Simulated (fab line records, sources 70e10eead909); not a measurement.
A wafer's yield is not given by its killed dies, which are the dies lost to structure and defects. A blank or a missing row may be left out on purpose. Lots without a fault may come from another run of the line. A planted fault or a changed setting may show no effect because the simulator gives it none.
fab line records | flow nand-harc | part 2 of 2: steps 23 to 34 of 34
record lots=5 wafers=15 last-day=23
route steps=1159 shown A_STAIRCASE@677
lots untouched by any fault: they come from a run of this same line in which no faults occurred
start-h: hours from the record's first day to the start of the lot's first wafer shown | wait-h: hours since the lot's step before | " as in the row above | L1.1+2: a single row standing in for several wafers | - value missing, or start not given | * or withheld: withheld | < > ~ a bound
route shown NAME@n: names a module that has steps shown in the file, with the first one's number in the route | usual: mean/standard deviation of fault-free wafers | same: alike in all rows | chamber/n: place in a boat | sites: each site's reading | _std_site: how widely they spread, as a standard deviation | _edge_site: outer sites' mean less inner sites' | radius-mm: how far each site lies from the wafer's centre | mask NAME#n: copy n | behind: the tool/chamber that last shaped the wafer | hold: reason for holding the lot/hours on hold/outcome of the hold | device: transistor that didn't switch, given as n, p or np | end of line: the route-end tests of the same wafers | where a step has no rows: the recipe by itself | killed: not the wafer's yield, but the dies lost to structure and defects at the first sort | map: per-die view of a wafer (x killed, . not killed, _ where there is no die)
set.NAME: the run value of the setting; set.NAME@STEP: its run value at that earlier step | model.NAME: the simulator's own value behind a step, which no gauge read
a table for each step, a row for each wafer; lots at some steps of the route
services: the hour from which a tool's chamber was out of use, counted from the record's first day as start-h (under 0 if before that day), plus the number of hours and why
## steps
# step NHARC_A_STAIRCASE_DEP_417
# recipe target-thk-a=600 step-coverage-pct=20 temp-c=400 target-thk-nm=60 flow-sccm=200 rf-w=450 material=Si3N4
# usual heater-power-w=697/54
# columns lot.wafer tool chamber start-h wait-h heater-power-w
L075.2 pecvd-04 1 258.02 - 601
L075.4 " 1 " " 617
L075.5 " 2 " " 668
L074.2 pecvd-03 0 261.15 - 727
L074.3 " 1 " " 779
L074.6 " 1 " " 774
L083.4 pecvd-04 2 321.48 - 606
L083.5 " 0 " " 805
L083.6 " 1 " " 605
L086.3 pecvd-01 2 348.10 - 725
L086.2 " 1 " " 746
L086.5 " 2 " " 752
L091.2 pecvd-03 2 373.31 - 692
L091.5 " 0 " " 780
L091.6 " 1 " " 752
# step NHARC_A_STAIRCASE_WET_418
# recipe temp-c=160 target-depth-a=200 chemistry=H3PO4
# columns lot.wafer tool chamber start-h wait-h
L075.2+4+5 wet-h3po4-01 0 258.75 -
L074.2+3+6 wet-h3po4-02 0 264.17 -
L083.4+5+6 wet-h3po4-01 0 324.41 -
L086.2+3+5 wet-h3po4-01 1 351.16 -
L091.2+5+6 wet-h3po4-02 0 376.28 -
# step NHARC_A_STAIRCASE_PRECLEAN_419
# recipe time-s=* temp-c=50 bath-age-min=0 chemistry=SC1
# columns lot.wafer tool chamber start-h wait-h
L075.5+4+2 wet-bench-09 7,1,3 259.33 0.0
L074.2+6+3 wet-bench-06 6,7,2 264.74 0.0
L083.5+6+4 wet-bench-09 4,5,6 324.99 0.0
L086.5+2+3 wet-bench-06 5,7,2 351.73 0.0
L091.2+6+5 wet-bench-06 6,0,1 376.86 0.0
# step NHARC_A_STAIRCASE_SRD_421
# columns lot.wafer tool chamber start-h wait-h
L075.5+4+2 wet-bench-09 7,1,3 - -
L074.2+6+3 wet-bench-06 6,7,2 - -
L083.5+6+4 wet-bench-09 4,5,6 - -
L086.5+2+3 wet-bench-06 5,7,2 - -
L091.2+6+5 wet-bench-06 6,0,1 - -
# step NHARC_A_STAIRCASE_ALD_420
# recipe target-thk-a=200 pulse-time-s=6 ald-cycles=200 temp-c=300 material=SiO2
# usual heater-power-w=447/32 precursor-pulse-height-rel=0.999/0.018
# columns lot.wafer tool chamber start-h wait-h heater-power-w precursor-pulse-height-rel
L075.4 ald-hk-02 3 260.01 - 389 0.989
L075.2 " 0 " " 411 0.985
L075.5 " 0 " " 415 0.996
L074.2 ald-hk-04 2 264.88 - 400 1.002
L074.3 " 1 " " 440 0.990
L074.6 " 3 " " 504 0.983
L083.4 ald-hk-04 2 326.78 - 410 0.988
L083.5 " 3 " " 519 1.024
L083.6 " 0 " " 428 0.985
L086.2 ald-hk-03 3 352.18 - 477 1.003
L086.3 " 0 " " 435 0.977
L086.5 " 2 " " 447 0.984
L091.2 ald-hk-04 0 377.47 - 438 1.049
L091.5 " 1 " " 424 1.027
L091.6 " 2 " " 422 0.984
# step NHARC_A_STAIRCASE_CVD_552
# recipe target-thk-a=400 temp-c=700 pressure-mtorr=300 material=SiNx
# usual zone-power-bottom-pct=16.6/1.8
# columns lot.wafer tool chamber start-h wait-h zone-power-bottom-pct
L075.2 lpcvd-01 0 - - 18.0
L075.4 " 0 " " 17.9
L075.5 " 0 " " 17.9
L074.2 lpcvd-01 0 - - 17.9
L074.3 " 0 " " 17.8
L074.6 " 0 " " 17.9
L083.4 lpcvd-02 0 - - 15.3
L083.5 " 0 " " 15.5
L083.6 " 0 " " 15.3
L086.2 lpcvd-01 0 - - 17.7
L086.3 " 0 " " 17.9
L086.5 " 0 " " 17.8
L091.2 lpcvd-02 0 - - 15.2
L091.5 " 0 " " 15.2
L091.6 " 0 " " 15.3
# step NHARC_A_STAIRCASE_DEP_151
# recipe target-thk-a=38000 temp-c=400 target-thk-nm=3800 teos-flow-sccm=200 rf-w=500 material=SiO2
# usual heater-power-w=640/69
# columns lot.wafer tool chamber start-h wait-h heater-power-w
L075.2 pecvd-04 1 267.97 0.6 614
L075.4 " 0 " " 644
L075.5 " 2 " " 541
L074.2 pecvd-03 1 273.16 0.4 735
L074.3 " 0 " " 678
L074.6 " 0 " " 618
L083.6 pecvd-04 1 336.19 0.7 560
L083.5 " 2 " " 541
L083.4 " 0 " " 624
L086.2 pecvd-03 1 360.26 0.5 659
L086.3 " 2 " " 729
L086.5 " 2 " " 617
L091.2 pecvd-01 0 385.44 0.6 564
L091.5 " 1 " " 615
L091.6 " 2 " " 618
# step NHARC_A_STAIRCASE_ANNEAL_320
# recipe temp-c=750 time-s=1800
# usual zone-power-bottom-pct=17.9/0.8
# columns lot.wafer tool chamber start-h wait-h zone-power-bottom-pct
L075.2 furnace-04 0 271.91 - 17.8
L075.4 " 0 " " 17.8
L075.5 " 0 " " 17.9
L074.2 furnace-04 0 278.43 - 17.6
L074.3 " 0 " " 18.0
L074.6 " 0 " " 18.0
L083.4 furnace-08 0 340.52 - 17.1
L083.5 " 0 " " 17.7
L083.6 " 0 " " 17.3
L086.2 furnace-04 0 363.85 - 18.0
L086.3 " 0 " " 18.2
L086.5 " 0 " " 17.8
L091.2 furnace-04 0 389.46 - 17.7
L091.5 " 0 " " 17.5
L091.6 " 0 " " 17.7
# step NHARC_A_STAIRCASE_DEP_322
# recipe target-thk-a=38000 temp-c=400 target-thk-nm=3800 teos-flow-sccm=200 rf-w=500 material=SiO2
# usual heater-power-w=633/62
# columns lot.wafer tool chamber start-h wait-h heater-power-w
L075.2 pecvd-04 2 275.56 0.4 669
L075.4 " 1 " " 568
L075.5 " 2 " " 536
L074.2 pecvd-04 2 281.81 0.1 626
L074.3 " 0 " " 697
L074.6 " 1 " " 578
L083.4 pecvd-04 0 344.32 0.5 630
L083.5 " 1 " " 574
L083.6 " 2 " " 552
L086.3 pecvd-04 1 367.18 0.1 680
L086.2 " 2 " " 596
L086.5 " 1 " " 582
L091.2 pecvd-01 1 393.05 0.3 710
L091.6 " 2 " " 615
L091.5 " 0 " " 541
# step NHARC_A_STAIRCASE_ANNEAL_323
# recipe temp-c=750 time-s=1800
# usual zone-power-bottom-pct=18.6/1.3
# columns lot.wafer tool chamber start-h wait-h zone-power-bottom-pct
L075.2 furnace-04 0 281.38 - 17.8
L075.4 " 0 " " 17.7
L075.5 " 0 " " 17.6
L074.2 furnace-06 0 286.30 - 20.7
L074.3 " 0 " " 20.4
L074.6 " 0 " " 20.3
L083.4 furnace-04 0 347.63 - 18.0
L083.5 " 0 " " 17.7
L083.6 " 0 " " 17.8
L086.2 furnace-06 0 371.67 - 20.1
L086.3 " 0 " " 20.6
L086.5 " 0 " " 20.0
L091.2 furnace-04 0 396.54 - 17.4
L091.5 " 0 " " 17.7
L091.6 " 0 " " 17.9
# step NHARC_A_STAIRCASE_DEP_325
# recipe target-thk-a=38000 temp-c=400 target-thk-nm=3800 teos-flow-sccm=200 rf-w=500 material=SiO2
# usual heater-power-w=640/65
# columns lot.wafer tool chamber start-h wait-h heater-power-w
L075.2 pecvd-04 0 284.84 0.2 777
L075.5 " 2 " " 533
L075.4 " 1 " " 577
L074.2 pecvd-01 1 289.69 0.1 619
L074.3 " 0 " " 622
L074.6 " 2 " " 616
L083.6 pecvd-01 1 351.31 0.4 616
L083.4 " 2 " " 606
L083.5 " 0 " " 548
L086.3 pecvd-03 1 375.15 0.2 702
L086.2 " 0 " " 743
L086.5 " 2 " " 634
L091.2 pecvd-03 0 399.92 0.1 766
L091.6 " 1 " " 576
L091.5 " 2 " " 625
# step NHARC_A_STAIRCASE_ANNEAL_326
# recipe temp-c=750 time-s=1800
# usual zone-power-bottom-pct=18.1/1.1
# columns lot.wafer tool chamber start-h wait-h zone-power-bottom-pct
L075.2 furnace-04 0 288.43 - 18.0
L075.4 " 0 " " 17.8
L075.5 " 0 " " 17.7
L074.2 furnace-08 0 294.95 - 17.3
L074.3 " 0 " " 17.2
L074.6 " 0 " " 17.4
L083.4 furnace-04 0 354.71 - 18.0
L083.5 " 0 " " 17.4
L083.6 " 0 " " 17.9
L086.2 furnace-04 0 379.87 - 18.0
L086.3 " 0 " " 17.6
L086.5 " 0 " " 17.7
L091.2 furnace-06 0 404.93 - 20.5
L091.5 " 0 " " 20.9
L091.6 " 0 " " 20.4
## services
# columns tool chamber start-h hours kind
pecvd-01 - 237.35 13.0 pm
rie-diel-06 - 241.20 9.0 pm
pecvd-01 1 259.88 12.2 repair
wet-h3po4-01 - 276.33 8.0 pm
rie-diel-07 1 287.55 13.4 repair
wet-bench-09 - 288.80 8.0 pm
rie-diel-06 2 289.33 6.8 repair
pecvd-03 - 292.26 13.0 pm
wet-bench-06 - 305.60 8.0 pm
furnace-04 - 315.39 26.0 pm
lpcvd-01 - 316.28 26.0 pm
rie-diel-02 0 318.79 4.1 repair
pecvd-03 2 319.22 5.1 repair
krf-scanner-02 - 324.55 5.0 repair
rie-diel-02 - 327.76 9.0 pm
rie-diel-06 3 360.12 2.1 repair
ald-hk-04 - 364.00 10.0 pm
litho-track-07 - 364.00 7.0 pm
krf-scanner-02 - 365.21 6.3 repair
pecvd-04 - 376.34 13.0 pm
krf-scanner-02 - 382.00 4.0 pm
litho-track-03 - 388.00 7.0 pm
pecvd-04 0 389.61 6.4 repair
rie-diel-07 - 396.21 0.8 repair
